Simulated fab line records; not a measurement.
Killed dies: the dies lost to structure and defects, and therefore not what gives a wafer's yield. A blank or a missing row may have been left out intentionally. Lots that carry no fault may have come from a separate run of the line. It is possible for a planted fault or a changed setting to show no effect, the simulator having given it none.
fab line records -- flow n5-finfet
record: lots: 7, wafers: 21
route steps=1938 shown BEOL_M4@1059 BEOL_M5@1141 BEOL_M7@1280
start-h: start of the lot's first displayed wafer, in hours after the record's first day -- wait-h: how many hours have passed since the lot's step before this one -- " identical to the entry in the row above -- L1.1+2: several wafers, shown together as one row -- - either no value or no given start -- * or withheld: withheld -- < > ~ a bound
route shown NAME@n: a module of which the file shows steps, and the number in the route of the first -- usual: average and standard deviation across the fault-free wafers -- same: alike in all rows -- chamber/n: place in a boat -- sites: readings site by site -- _std_site: standard deviation across them -- _edge_site: the outer-site mean with the inner-site mean subtracted -- radius-mm: how far each site lies from the wafer's centre -- mask NAME#n: copy n -- behind: the tool/chamber that last shaped the wafer -- hold: reason for holding the lot/hours on hold/outcome of the hold -- device: names the non-switching transistor (n, p or np) -- end of line: the tests these same wafers got at the end of their route -- a step without rows: its recipe alone -- killed: dies lost to structure and defects at the first sort, not the wafer's yield -- map: the dies of a wafer, with x for killed, . for not killed, _ for no die there
set.NAME: setting as actually run; set.NAME@STEP: the setting as run at that earlier step -- model.NAME: the simulator's own value behind a step, which no gauge read
lots with deliberately changed settings; one table per step, one row per wafer
== steps ==
step: N5_BEOL_M4_DESCUM_33
recipe: chemistry: O2, time-s: 7, source-power-w: 50, bias-power-w: 20, pressure-mtorr: 20, rf-frequency-hz: 2.712e+07, temp-c: 40, resist: CAR-EUV, o2-flow-sccm: 225
lot.wafer,tool,chamber,start-h,wait-h,set.time-s,model.CAR-EUV_of_BEOL_M4_COAT_22.thk-nm
L075.1+3,rie-diel-01,"1,3",164.88,0.0,7.549,25.8
L075.2,rie-diel-01,0,164.88,0.0,7,26.2
L076.3,rie-diel-01,3,169.60,0.0,7,26
L076.4,rie-diel-01,1,169.60,0.0,7,26.2
L076.5,rie-diel-01,3,169.60,0.0,5.815,26.6
L087.1,rie-diel-04,1,232.17,0.0,7,26.2
L087.5,rie-diel-04,1,232.17,0.0,7.675,25.8
L087.6,rie-diel-04,0,232.17,0.0,7.675,25.6
L090.2+5,rie-diel-02,"2,0",259.06,0.0,8.074,25.6
L090.6,rie-diel-02,1,259.06,0.0,7,26.2
L092.2+6,rie-diel-02,0,268.69,0.0,7,26.2
L092.3,rie-diel-02,1,268.69,0.0,7.487,25.8
L093.1,rie-diel-02,2,272.91,0.0,8.157,25.4
L093.2+6,rie-diel-02,"1,2",272.91,0.0,7,26
L094.2+4,rie-diel-04,"1,3",276.12,0.0,7,26.2
L094.6,rie-diel-04,0,276.12,0.0,7,26
step: N5_BEOL_M4_ETCH_77
recipe: chemistry: N2/H2, target: underlayer, target-depth-a: 65, mask-material: CAR-EUV, time-s: 5.2, ion-energy-ev: 200, pressure-mtorr: 30, source-w: 840, bias-w: 150, n2-flow-sccm: 200, h2-flow-sccm: 200, ends: cleared
lot.wafer,tool,chamber,start-h,wait-h,set.time-s@BEOL_M4_DESCUM_33,model.CAR-EUV_of_BEOL_M4_COAT_22.thk-nm
L075.1+3,rie-diel-01,"1,3",164.92,0.0,7.549,20.2
L075.2,rie-diel-01,0,164.92,0.0,7,20.4
L076.3,rie-diel-01,3,169.64,0.0,7,20.2
L076.4,rie-diel-01,1,169.64,0.0,7,20.4
L076.5,rie-diel-01,3,169.64,0.0,5.815,20.8
L087.1,rie-diel-04,1,232.21,0.0,7,20.4
L087.5,rie-diel-04,1,232.21,0.0,7.675,20
L087.6,rie-diel-04,0,232.21,0.0,7.675,19.8
L090.2+5,rie-diel-02,"2,0",259.09,0.0,8.074,19.8
L090.6,rie-diel-02,1,259.09,0.0,7,20.4
L092.2+6,rie-diel-02,0,268.72,0.0,7,20.4
L092.3,rie-diel-02,1,268.72,0.0,7.487,20
L093.1,rie-diel-02,2,272.94,0.0,8.157,19.8
L093.2,rie-diel-02,1,272.94,0.0,7,20.4
L093.6,rie-diel-02,2,272.94,0.0,7,20.2
L094.2+4,rie-diel-04,"1,3",276.15,0.0,7,20.4
L094.6,rie-diel-04,0,276.15,0.0,7,20.2
step: N5_BEOL_M4_ETCH_69
recipe: chemistry: CF4, target: SiARC, target-depth-a: 156, mask-material: CAR-EUV, time-s: 26, ion-energy-ev: 80, pressure-mtorr: 40, source-w: 545, bias-w: 36, Ar_flow_sccm: 100, cf4-flow-sccm: 100, ends: cleared
lot.wafer,tool,chamber,start-h,wait-h,set.time-s@BEOL_M4_DESCUM_33,model.CAR-EUV_of_BEOL_M4_COAT_22.thk-nm
L075.1+3,rie-diel-01,"1,3",164.93,0.0,7.549,11
L075.2,rie-diel-01,0,164.93,0.0,7,11.2
L076.3,rie-diel-01,3,169.66,0.0,7,11
L076.4,rie-diel-01,1,169.66,0.0,7,11.2
L076.5,rie-diel-01,3,169.66,0.0,5.815,11.6
L087.1,rie-diel-04,1,232.22,0.0,7,11.2
L087.5+6,rie-diel-04,"1,0",232.22,0.0,7.675,10.8
L090.2+5,rie-diel-02,"2,0",259.11,0.0,8.074,10.6
L090.6,rie-diel-02,1,259.11,0.0,7,11.2
L092.2,rie-diel-02,0,268.74,0.0,7,11
L092.3,rie-diel-02,1,268.74,0.0,7.487,10.8
L092.6,rie-diel-02,0,268.74,0.0,7,11.2
L093.1,rie-diel-02,2,272.96,0.0,8.157,10.4
L093.2,rie-diel-02,1,272.96,0.0,7,11.2
L093.6,rie-diel-02,2,272.96,0.0,7,11
L094.2+4,rie-diel-04,"1,3",276.17,0.0,7,11.2
L094.6,rie-diel-04,0,276.17,0.0,7,11
step: N5_BEOL_M4_ALD_98
recipe: material: SiO2, target-thk-a: 25, temp-c: 100, ald-precursor-family: BDEAS, ald-co-reactant: O2-plasma, pulse-time-s: 1, co-reactant-pulse-time-s: 1, purge-time-s: 2, co-reactant-purge-time-s: 2, ald-cycles: 17, pressure-torr: 2
step: N5_BEOL_M4_ETCHBACK_99
recipe: chemistry: CHF3, target: SiO2, target-depth-a: 50, time-s: 10.4, source-w: 215, bias-w: 47, Ar_flow_sccm: 200, CHF3_flow_sccm: 12, ion-energy-ev: 100, pressure-mtorr: 30
lot.wafer,tool,chamber,start-h,wait-h,set.time-s@BEOL_M4_DESCUM_33,model.CAR-EUV_of_BEOL_M4_COAT_22.thk-nm
L075.1+3,rie-diel-02,"3,0",166.85,1.7,7.549,10.2
L075.2,rie-diel-02,1,166.85,1.7,7,10.6
L076.3+4,rie-diel-04,"3,0",175.18,5.4,7,10.4
L076.5,rie-diel-04,1,175.18,5.4,5.815,11
L087.1,rie-diel-04,1,237.89,5.2,7,10.6
L087.5,rie-diel-04,2,237.89,5.2,7.675,10.2
L087.6,rie-diel-04,1,237.89,5.2,7.675,10
L090.2+5,rie-diel-04,"1,3",261.18,1.9,8.074,9.8
L090.6,rie-diel-04,2,261.18,1.9,7,10.4
L092.2+6,rie-diel-04,"3,0",270.79,1.9,7,10.4
L092.3,rie-diel-04,0,270.79,1.9,7.487,10.2
L093.1,rie-diel-04,1,274.33,0.3,8.157,9.8
L093.2+6,rie-diel-04,"0,1",274.33,0.3,7,10.4
L094.2+6,rie-diel-04,"2,3",277.10,0.4,7,10.4
L094.4,rie-diel-04,1,277.10,0.4,7,10.6
step: N5_BEOL_M5_COAT_74
recipe: resist: underlayer, temp-c: 205, time-s: 60, spin-rpm: 1500, resist-thk-nm: 5
lot.wafer,tool,chamber,start-h,wait-h,set.spin-rpm
L075.1+2,litho-track-01,0,-,-,1629
L075.3,litho-track-01,0,-,-,1500
L076.3+5,litho-track-02,0,-,-,1500
L076.4,litho-track-02,0,-,-,1416
L087.1+5+6,litho-track-03,0,-,-,1500
L090.2,litho-track-01,0,-,-,1593
L090.5+6,litho-track-01,0,-,-,1500
L092.2+3,litho-track-03,0,-,-,1562
L092.6,litho-track-03,0,-,-,1500
L093.1+6,litho-track-01,0,-,-,1380
L093.2,litho-track-01,0,-,-,1500
L094.2+4+6,litho-track-02,0,-,-,1500
step: N5_BEOL_M5_EXPOSE_25
recipe: mask-id: V4, na: 0.33, source-shape: quasar, sigma-inner: 0.2, sigma-outer: 0.6, polarization: unpolarized, defocus-nm: 10, dose-mj: 52.75
lot.wafer,tool,chamber,start-h,wait-h,mask,set.dose-mj
L075.1,euv-scanner-02,0,177.79,-,V4#0,52.75
L075.2+3,euv-scanner-02,0,177.79,-,V4#0,49.19
L076.3,euv-scanner-02,0,184.95,-,V4#0,49.35
L076.4+5,euv-scanner-02,0,184.95,-,V4#0,52.75
L087.1+5+6,euv-scanner-01,0,249.88,-,V4#0,52.75
L090.2,euv-scanner-01,0,270.62,-,V4#0,54.19
L090.5+6,euv-scanner-01,0,270.62,-,V4#0,52.75
L092.2+6,euv-scanner-02,0,281.54,-,V4#0,50.75
L092.3,euv-scanner-02,0,281.54,-,V4#0,52.75
L093.1+2+6,euv-scanner-02,0,283.61,-,V4#0,52.75
L094.2+4+6,euv-scanner-02,0,289.47,-,V4#0,52.75
step: N5_BEOL_M5_PEB_26
recipe: peb-temp-c: 100, peb-time-s: 60, resist: CAR-EUV
step: N5_BEOL_M5_DEVELOP_27
recipe: develop-time-s: 30, developer: TMAH, resist: CAR-EUV, rinse-liquid: surfactant-rinse, dry: air-spin, dev-temp-c: 23
step: N5_BEOL_M5_CD_MEAS_28
recipe: target-cd-nm: 30.6, landing-energy-ev: 500, detector: se-inlens, target-cd-y-nm: 20, polarity: opening
usual: cd-nm: 30.50/0.23
lot.wafer,tool,chamber,start-h,wait-h,set.dose-mj@BEOL_M5_EXPOSE_25,cd-nm
L075.1,cd-sem-02,0,177.93,-,52.75,30.30
L075.2,cd-sem-02,0,177.93,-,49.19,28.67
L075.3,cd-sem-02,0,177.93,-,49.19,28.19
L076.3,cd-sem-01,0,185.08,-,49.35,28.81
L076.4,cd-sem-01,0,185.08,-,52.75,31.10
L076.5,cd-sem-01,0,185.08,-,52.75,31.22
L087.1,cd-sem-01,0,250.02,-,52.75,30.51
L087.5,cd-sem-01,0,250.02,-,52.75,30.36
L087.6,cd-sem-01,0,250.02,-,52.75,30.72
L090.2,cd-sem-03,0,270.75,-,54.19,31.31
L090.5,cd-sem-03,0,270.75,-,52.75,30.46
L090.6,cd-sem-03,0,270.75,-,52.75,30.39
L092.2,cd-sem-03,0,281.67,-,50.75,29.59
L092.3,cd-sem-03,0,281.67,-,52.75,30.47
L092.6,cd-sem-03,0,281.67,-,50.75,29.85
L093.1,cd-sem-02,0,283.75,-,52.75,30.69
L093.2,cd-sem-02,0,283.75,-,52.75,30.52
L093.6,cd-sem-02,0,283.75,-,52.75,30.66
L094.2,cd-sem-03,0,289.60,-,52.75,30.49
L094.4,cd-sem-03,0,289.60,-,52.75,30.78
L094.6,cd-sem-03,0,289.60,-,52.75,30.50
step: N5_BEOL_M5_DESCUM_33
recipe: chemistry: O2, time-s: 7, source-power-w: 50, bias-power-w: 20, pressure-mtorr: 20, rf-frequency-hz: 2.712e+07, temp-c: 40, resist: CAR-EUV, o2-flow-sccm: 225
step: N5_BEOL_M5_ETCH_75
recipe: chemistry: N2/H2, target: underlayer, target-depth-a: 65, mask-material: CAR-EUV, time-s: 5.2, ion-energy-ev: 200, pressure-mtorr: 30, source-w: 840, bias-w: 150, n2-flow-sccm: 200, h2-flow-sccm: 200, ends: cleared
lot.wafer,tool,chamber,start-h,wait-h,set.spin-rpm@BEOL_M5_COAT_74,set.dose-mj@BEOL_M5_EXPOSE_25,model.BEOL_M5.cd-nm,model.etch.depth-nm
L075.1,rie-diel-05,1,178.09,0.0,1629,52.75,27.2,4.793
L075.2,rie-diel-05,0,178.09,0.0,1629,49.19,25.8,4.777
L075.3,rie-diel-05,2,178.09,0.0,1500,49.19,26,4.983
L076.3,rie-diel-06,2,185.23,0.0,1500,49.35,26,4.992
L076.4,rie-diel-06,3,185.23,0.0,1416,52.75,28.8,5.131
L076.5,rie-diel-06,1,185.23,0.0,1500,52.75,28.4,4.988
L087.1,rie-diel-03,1,250.44,0.0,1500,52.75,27.8,4.998
L087.5,rie-diel-03,3,250.44,0.0,1500,52.75,28,5.002
L087.6,rie-diel-03,1,250.44,0.0,1500,52.75,27.8,5.006
L090.2,rie-diel-05,3,270.91,0.0,1593,54.19,28.8,4.875
L090.5,rie-diel-05,3,270.91,0.0,1500,52.75,28,5.013
L090.6,rie-diel-05,1,270.91,0.0,1500,52.75,27.6,5.024
L092.2,rie-diel-05,3,281.91,0.0,1562,50.75,26.6,4.897
L092.3,rie-diel-05,0,281.91,0.0,1562,52.75,27.8,4.887
L092.6,rie-diel-05,3,281.91,0.0,1500,50.75,26.8,5.007
L093.1,rie-diel-03,0,284.13,0.0,1380,52.75,27.8,5.226
L093.2,rie-diel-03,1,284.13,0.0,1500,52.75,28.2,4.992
L093.6,rie-diel-03,1,284.13,0.0,1380,52.75,28.4,5.223
L094.2,rie-diel-06,0,289.82,0.0,1500,52.75,27.8,5.01
L094.4,rie-diel-06,3,289.82,0.0,1500,52.75,27.8,5.026
L094.6,rie-diel-06,2,289.82,0.0,1500,52.75,27.6,5.012
step: N5_BEOL_M5_ETCH_67
recipe: chemistry: CF4, target: SiARC, target-depth-a: 156, mask-material: CAR-EUV, time-s: 26, ion-energy-ev: 80, pressure-mtorr: 40, source-w: 545, bias-w: 36, Ar_flow_sccm: 100, cf4-flow-sccm: 100, ends: cleared
lot.wafer,tool,chamber,start-h,wait-h,set.dose-mj@BEOL_M5_EXPOSE_25,model.BEOL_M5.cd-nm
L075.1,rie-diel-05,1,178.10,0.0,52.75,27.4
L075.2,rie-diel-05,0,178.10,0.0,49.19,25.8
L075.3,rie-diel-05,2,178.10,0.0,49.19,26.2
L076.3,rie-diel-06,2,185.25,0.0,49.35,26.2
L076.4,rie-diel-06,3,185.25,0.0,52.75,29
L076.5,rie-diel-06,1,185.25,0.0,52.75,28.4
L087.1+6,rie-diel-03,1,250.46,0.0,52.75,27.8
L087.5,rie-diel-03,3,250.46,0.0,52.75,28.2
L090.2,rie-diel-05,3,270.92,0.0,54.19,29
L090.5,rie-diel-05,3,270.92,0.0,52.75,28.2
L090.6,rie-diel-05,1,270.92,0.0,52.75,27.8
L092.2,rie-diel-05,3,281.93,0.0,50.75,26.8
L092.3,rie-diel-05,0,281.93,0.0,52.75,27.8
L092.6,rie-diel-05,3,281.93,0.0,50.75,27
L093.1,rie-diel-03,0,284.15,0.0,52.75,27.8
L093.2,rie-diel-03,1,284.15,0.0,52.75,28
L093.6,rie-diel-03,1,284.15,0.0,52.75,28.2
L094.2,rie-diel-06,0,289.83,0.0,52.75,27.8
L094.4,rie-diel-06,3,289.83,0.0,52.75,28
L094.6,rie-diel-06,2,289.83,0.0,52.75,27.6
step: N5_BEOL_M5_ETCH_68
recipe: chemistry: N2/H2, target: SOC, target-depth-a: 800, overetch-a: 160, mask-material: SiARC, temp-c: 40, time-s: 120, ion-energy-ev: 200, pressure-mtorr: 30, source-w: 840, bias-w: 150, n2-flow-sccm: 200, h2-flow-sccm: 200
lot.wafer,tool,chamber,start-h,wait-h,set.dose-mj@BEOL_M5_EXPOSE_25,model.BEOL_M5.cd-nm
L075.1,rie-diel-05,1,178.13,0.0,52.75,27.2
L075.2,rie-diel-05,0,178.13,0.0,49.19,26
L075.3,rie-diel-05,2,178.13,0.0,49.19,26.4
L076.3,rie-diel-06,2,185.28,0.0,49.35,25.8
L076.4,rie-diel-06,3,185.28,0.0,52.75,29
L076.5,rie-diel-06,1,185.28,0.0,52.75,28.4
L087.1+6,rie-diel-03,1,250.49,0.0,52.75,27.6
L087.5,rie-diel-03,3,250.49,0.0,52.75,27.8
L090.2,rie-diel-05,3,270.95,0.0,54.19,28.8
L090.5,rie-diel-05,3,270.95,0.0,52.75,28
L090.6,rie-diel-05,1,270.95,0.0,52.75,27.8
L092.2,rie-diel-05,3,281.96,0.0,50.75,26.6
L092.3,rie-diel-05,0,281.96,0.0,52.75,28.2
L092.6,rie-diel-05,3,281.96,0.0,50.75,26.8
L093.1,rie-diel-03,0,284.18,0.0,52.75,27.8
L093.2,rie-diel-03,1,284.18,0.0,52.75,28
L093.6,rie-diel-03,1,284.18,0.0,52.75,28.2
L094.2,rie-diel-06,0,289.86,0.0,52.75,27.8
L094.4,rie-diel-06,3,289.86,0.0,52.75,28
L094.6,rie-diel-06,2,289.86,0.0,52.75,27.4
step: N5_BEOL_M5_STRIP_69
recipe: chemistry: N2/H2, temp-c: 40, n2-flow-sccm: 200, h2-flow-sccm: 200, rf-frequency-hz: 6e+07
step: N5_BEOL_M5_STRIP_76
recipe: chemistry: N2/H2, temp-c: 40, n2-flow-sccm: 200, h2-flow-sccm: 200, rf-frequency-hz: 6e+07
step: N5_BEOL_M5_VIA_ETCH_34
recipe: chemistry: C4F6/O2, target: SiCOH_lowk, target-depth-a: 883, mask-material: SOC, taper-deg: 4, time-s: 39.2, ion-energy-ev: 250, pressure-mtorr: 30, source-w: 345, bias-w: 185, Ar_flow_sccm: 300, C4F6_flow_sccm: 10, O2_flow_sccm: 10
lot.wafer,tool,chamber,start-h,wait-h,set.dose-mj@BEOL_M5_EXPOSE_25,model.BEOL_M5.cd-nm
L075.1,rie-diel-05,1,178.23,0.0,52.75,27.2
L075.2,rie-diel-05,0,178.23,0.0,49.19,26
L075.3,rie-diel-05,2,178.23,0.0,49.19,26.2
L076.3,rie-diel-06,2,185.38,0.0,49.35,25.8
L076.4,rie-diel-06,3,185.38,0.0,52.75,29.2
L076.5,rie-diel-06,1,185.38,0.0,52.75,28.4
L087.1,rie-diel-03,1,250.59,0.0,52.75,27.6
L087.5,rie-diel-03,3,250.59,0.0,52.75,27.8
L087.6,rie-diel-03,1,250.59,0.0,52.75,27.4
L090.2,rie-diel-05,3,271.05,0.0,54.19,28.8
L090.5,rie-diel-05,3,271.05,0.0,52.75,28
L090.6,rie-diel-05,1,271.05,0.0,52.75,27.8
L092.2,rie-diel-05,3,282.06,0.0,50.75,26.6
L092.3,rie-diel-05,0,282.06,0.0,52.75,28.2
L092.6,rie-diel-05,3,282.06,0.0,50.75,26.8
L093.1,rie-diel-03,0,284.28,0.0,52.75,27.8
L093.2,rie-diel-03,1,284.28,0.0,52.75,28
L093.6,rie-diel-03,1,284.28,0.0,52.75,28.2
L094.2,rie-diel-06,0,289.96,0.0,52.75,27.8
L094.4,rie-diel-06,3,289.96,0.0,52.75,28
L094.6,rie-diel-06,2,289.96,0.0,52.75,27.2
step: N5_BEOL_M5_DEP_56
recipe: material: SiCN, target-thk-a: 80, temp-c: withheld, precursor: 3MS/NH3, pressure-torr: 3, rf-w: 202, time-s: 14
lot.wafer,tool,chamber,start-h,wait-h,set.time-s,model.SiCN_of_BEOL_M5_DEP_56.thk-nm
L075.1,pecvd-03,0,185.08,0.0,12.36,7
L075.2,pecvd-03,1,185.08,0.0,14,8
L075.3,pecvd-03,2,185.08,0.0,12.36,7.2
L076.3,pecvd-03,0,192.24,0.0,15.99,9
L076.4,pecvd-03,0,192.24,0.0,14,8.2
L076.5,pecvd-03,1,192.24,0.0,15.99,9.2
L087.1,pecvd-01,0,257.80,0.0,14.72,8.2
L087.5,pecvd-01,0,257.80,0.0,14.72,8.4
L087.6,pecvd-01,2,257.80,0.0,14,8
L090.2+5,pecvd-02,"1,0",278.51,0.0,14,8
L090.6,pecvd-02,2,278.51,0.0,14,8.2
L092.2,pecvd-01,1,288.84,0.0,15.14,8.8
L092.3,pecvd-01,0,288.84,0.0,14,7.8
L092.6,pecvd-01,1,288.84,0.0,14,8.2
L093.1+6,pecvd-01,"0,2",291.79,0.0,12.01,6.8
L093.2,pecvd-01,2,291.79,0.0,14,7.8
L094.2+6,pecvd-01,1,297.03,0.0,14,8.2
L094.4,pecvd-01,0,297.03,0.0,14,8
step: N5_BEOL_M7_ETCH_61
recipe: chemistry: CF4, target: SiARC, target-depth-a: 455, mask-material: CAR-ArF, time-s: 75.8, ion-energy-ev: 80, pressure-mtorr: 40, source-w: 545, bias-w: 36, Ar_flow_sccm: 100, cf4-flow-sccm: 100, ends: cleared
usual: etch-rf-on-time-s: 75.2/2, rf-vpp-V: 184.2/1.1
lot.wafer,tool,chamber,start-h,wait-h,set.source-w,etch-rf-on-time-s,rf-vpp-V
L075.1,rie-diel-05,0,195.04,0.0,545,70.5,182.0
L075.2,rie-diel-05,2,195.04,0.0,545,71.5,185.3
L075.3,rie-diel-05,3,195.04,0.0,545,77.8,184.3
L076.3,rie-diel-06,2,204.74,0.0,450.9,93.2,195.3
L076.4,rie-diel-06,0,204.74,0.0,450.9,89.4,194.9
L076.5,rie-diel-06,3,204.74,0.0,545,75.6,184.2
L087.1,rie-diel-05,0,266.46,0.0,516.4,74.7,187.3
L087.5,rie-diel-05,3,266.46,0.0,545,77.5,186.5
L087.6,rie-diel-05,2,266.46,0.0,516.4,74.6,187.4
L090.2,rie-diel-06,1,290.82,0.0,545,77.4,184.0
L090.5,rie-diel-06,3,290.82,0.0,545,75.0,184.8
L090.6,rie-diel-06,0,290.82,0.0,619.3,67.3,174.3
L092.2,rie-diel-03,0,299.91,0.0,545,76.2,183.2
L092.3,rie-diel-03,2,299.91,0.0,545,74.2,184.6
L092.6,rie-diel-03,3,299.91,0.0,545,73.6,184.3
L093.1,rie-diel-05,3,300.79,0.0,545,78.3,184.7
L093.2,rie-diel-05,0,300.79,0.0,635.3,62.6,172.9
L093.6,rie-diel-05,2,300.79,0.0,635.3,62.7,175.3
L094.2,rie-diel-03,2,308.67,0.0,545,75.7,183.8
L094.4,rie-diel-03,3,308.67,0.0,545,75.0,183.7
L094.6,rie-diel-03,0,308.67,0.0,545,76.3,181.4
step: N5_BEOL_M7_COAT_64
recipe: resist: SiARC, temp-c: 220, time-s: 60, spin-rpm: 1500, resist-thk-nm: 12
lot.wafer,tool,chamber,start-h,wait-h,set.spin-rpm,model.SiARC_of_BEOL_M7_COAT_64.thk-nm
L075.1,litho-track-03,0,-,-,1349,12.6
L075.2+3,litho-track-03,0,-,-,1500,12
L076.3+4,litho-track-03,0,-,-,1348,12.6
L076.5,litho-track-03,0,-,-,1500,12
L087.1+5,litho-track-04,0,-,-,1500,12
L087.6,litho-track-04,0,-,-,1602,11.6
L090.2+5+6,litho-track-03,0,-,-,1500,12
L092.2+6,litho-track-01,0,-,-,1354,12.6
L092.3,litho-track-01,0,-,-,1500,12
L093.1+2+6,litho-track-03,0,-,-,1500,12
L094.2+4+6,litho-track-04,0,-,-,1500,12
step: N5_BEOL_M7_COAT_71
recipe: resist: underlayer, temp-c: 205, time-s: 60, spin-rpm: 1500, resist-thk-nm: 5
step: N5_BEOL_M7_COAT_22
recipe: resist: CAR-EUV, spin-rpm: 1500, resist-thk-nm: 30
step: N5_BEOL_M7_DESCUM_33
recipe: chemistry: O2, time-s: 7, source-power-w: 50, bias-power-w: 20, pressure-mtorr: 20, rf-frequency-hz: 2.712e+07, temp-c: 40, resist: CAR-EUV, o2-flow-sccm: 225
step: N5_BEOL_M7_ETCH_72
recipe: chemistry: N2/H2, target: underlayer, target-depth-a: 65, mask-material: CAR-EUV, time-s: 5.2, ion-energy-ev: 200, pressure-mtorr: 30, source-w: 840, bias-w: 150, n2-flow-sccm: 200, h2-flow-sccm: 200, ends: cleared
step: N5_BEOL_M7_ETCH_65
recipe: chemistry: CF4, target: SiARC, target-depth-a: 156, mask-material: CAR-EUV, time-s: 26, ion-energy-ev: 80, pressure-mtorr: 40, source-w: 545, bias-w: 36, Ar_flow_sccm: 100, cf4-flow-sccm: 100, ends: cleared
lot.wafer,tool,chamber,start-h,wait-h,set.spin-rpm@BEOL_M7_COAT_64,model.etch.depth-nm,model.CAR-EUV_of_BEOL_M7_COAT_22.thk-nm
L075.1,rie-diel-03,2,197.65,0.0,1349,12.62,10.6
L075.2,rie-diel-03,3,197.65,0.0,1500,11.97,11.2
L075.3,rie-diel-03,1,197.65,0.0,1500,11.91,11.2
L076.3,rie-diel-06,3,207.04,0.0,1348,12.65,10.6
L076.4,rie-diel-06,2,207.04,0.0,1348,12.63,10.6
L076.5,rie-diel-06,2,207.04,0.0,1500,11.94,11.2
L087.1,rie-diel-03,1,267.49,0.0,1500,12,11.2
L087.5,rie-diel-03,2,267.49,0.0,1500,12.01,11
L087.6,rie-diel-03,3,267.49,0.0,1602,11.6,11.4
L090.2,rie-diel-05,2,293.18,0.0,1500,12.02,11.2
L090.5,rie-diel-05,1,293.18,0.0,1500,12.01,11.2
L090.6,rie-diel-05,0,293.18,0.0,1500,12,11
L092.2,rie-diel-06,2,300.94,0.0,1354,12.66,10.8
L092.3,rie-diel-06,1,300.94,0.0,1500,12.03,11
L092.6,rie-diel-06,1,300.94,0.0,1354,12.65,10.6
L093.1,rie-diel-05,1,302.80,0.0,1500,11.99,11.2
L093.2,rie-diel-05,0,302.80,0.0,1500,12,11
L093.6,rie-diel-05,0,302.80,0.0,1500,11.96,11
L094.2,rie-diel-03,2,311.21,0.0,1500,12,11
L094.4,rie-diel-03,3,311.21,0.0,1500,11.98,11
L094.6,rie-diel-03,3,311.21,0.0,1500,11.97,11
step: N5_BEOL_M7_ETCH_66
recipe: chemistry: N2/H2, target: SOC, target-depth-a: 800, overetch-a: 160, mask-material: SiARC, temp-c: 40, time-s: 120, ion-energy-ev: 200, pressure-mtorr: 30, source-w: 840, bias-w: 150, n2-flow-sccm: 200, h2-flow-sccm: 200
lot.wafer,tool,chamber,start-h,wait-h,set.spin-rpm@BEOL_M7_COAT_64,model.SiARC_of_BEOL_M7_COAT_64.thk-nm
L075.1,rie-diel-03,2,197.68,0.0,1349,6.8
L075.2,rie-diel-03,3,197.68,0.0,1500,6.4
L075.3,rie-diel-03,1,197.68,0.0,1500,6
L076.3,rie-diel-06,3,207.07,0.0,1348,7
L076.4,rie-diel-06,2,207.07,0.0,1348,7.4
L076.5,rie-diel-06,2,207.07,0.0,1500,6.6
L087.1,rie-diel-03,1,267.52,0.0,1500,6.2
L087.5,rie-diel-03,2,267.52,0.0,1500,6.4
L087.6,rie-diel-03,3,267.52,0.0,1602,6
L090.2,rie-diel-05,2,293.20,0.0,1500,6
L090.5+6,rie-diel-05,"1,0",293.20,0.0,1500,6.2
L092.2+6,rie-diel-06,"2,1",300.97,0.0,1354,7.2
L092.3,rie-diel-06,1,300.97,0.0,1500,6.6
L093.1+2,rie-diel-05,"1,0",302.83,0.0,1500,6.2
L093.6,rie-diel-05,0,302.83,0.0,1500,6
L094.2,rie-diel-03,2,311.24,0.0,1500,6.2
L094.4+6,rie-diel-03,3,311.24,0.0,1500,6.4
== key ==
split: step: N5_BEOL_M4_DESCUM_33, setting: time-s, stated: 7, by: wafer
response: step: N5_BEOL_M4_DESCUM_33, reading: model.CAR-EUV_of_BEOL_M4_COAT_22.thk-nm, change: -0.0384, per: 1%, r: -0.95
response: step: N5_BEOL_M4_ETCH_77, reading: model.CAR-EUV_of_BEOL_M4_COAT_22.thk-nm, change: -0.0352, per: 1%, r: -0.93
response: step: N5_BEOL_M4_ETCH_69, reading: model.CAR-EUV_of_BEOL_M4_COAT_22.thk-nm, change: -0.0368, per: 1%, r: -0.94
response: step: N5_BEOL_M4_ETCHBACK_99, reading: model.CAR-EUV_of_BEOL_M4_COAT_22.thk-nm, change: -0.0387, per: 1%, r: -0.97
split: step: N5_BEOL_M5_COAT_74, setting: spin-rpm, stated: 1500, by: wafer
response: step: N5_BEOL_M5_ETCH_75, reading: model.etch.depth-nm, change: -0.0254, per: 1%, r: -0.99
split: step: N5_BEOL_M5_EXPOSE_25, setting: dose-mj, stated: 52.75, by: wafer
response: step: N5_BEOL_M5_CD_MEAS_28, reading: cd-nm, change: +0.303, per: 1%, r: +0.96
response: step: N5_BEOL_M5_ETCH_75, reading: model.BEOL_M5.cd-nm, change: +0.298, per: 1%, r: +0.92
response: step: N5_BEOL_M5_ETCH_67, reading: model.BEOL_M5.cd-nm, change: +0.291, per: 1%, r: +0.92
response: step: N5_BEOL_M5_ETCH_68, reading: model.BEOL_M5.cd-nm, change: +0.308, per: 1%, r: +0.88
response: step: N5_BEOL_M5_VIA_ETCH_34, reading: model.BEOL_M5.cd-nm, change: +0.32, per: 1%, r: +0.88
split: step: N5_BEOL_M5_DEP_56, setting: time-s, stated: 14, by: wafer
response: step: N5_BEOL_M5_DEP_56, reading: model.SiCN_of_BEOL_M5_DEP_56.thk-nm, change: +0.0719, per: 1%, r: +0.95
split: step: N5_BEOL_M7_ETCH_61, setting: source-w, stated: 545, by: wafer
response: step: N5_BEOL_M7_ETCH_61, reading: etch-rf-on-time-s, change: *, per: 1%, r: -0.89
response: step: N5_BEOL_M7_ETCH_61, reading: rf-vpp-V, change: -0.644, per: 1%, r: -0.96
split: step: N5_BEOL_M7_COAT_64, setting: spin-rpm, stated: 1500, by: wafer
response: step: N5_BEOL_M7_COAT_64, reading: model.SiARC_of_BEOL_M7_COAT_64.thk-nm, change: -0.0599, per: 1%, r: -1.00
response: step: N5_BEOL_M7_ETCH_65, reading: model.etch.depth-nm, change: -0.0659, per: 1%, r: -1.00
response: step: N5_BEOL_M7_ETCH_65, reading: model.CAR-EUV_of_BEOL_M7_COAT_22.thk-nm, change: +0.0495, per: 1%, r: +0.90
response: step: N5_BEOL_M7_ETCH_66, reading: model.SiARC_of_BEOL_M7_COAT_64.thk-nm, change: -0.058, per: 1%, r: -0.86
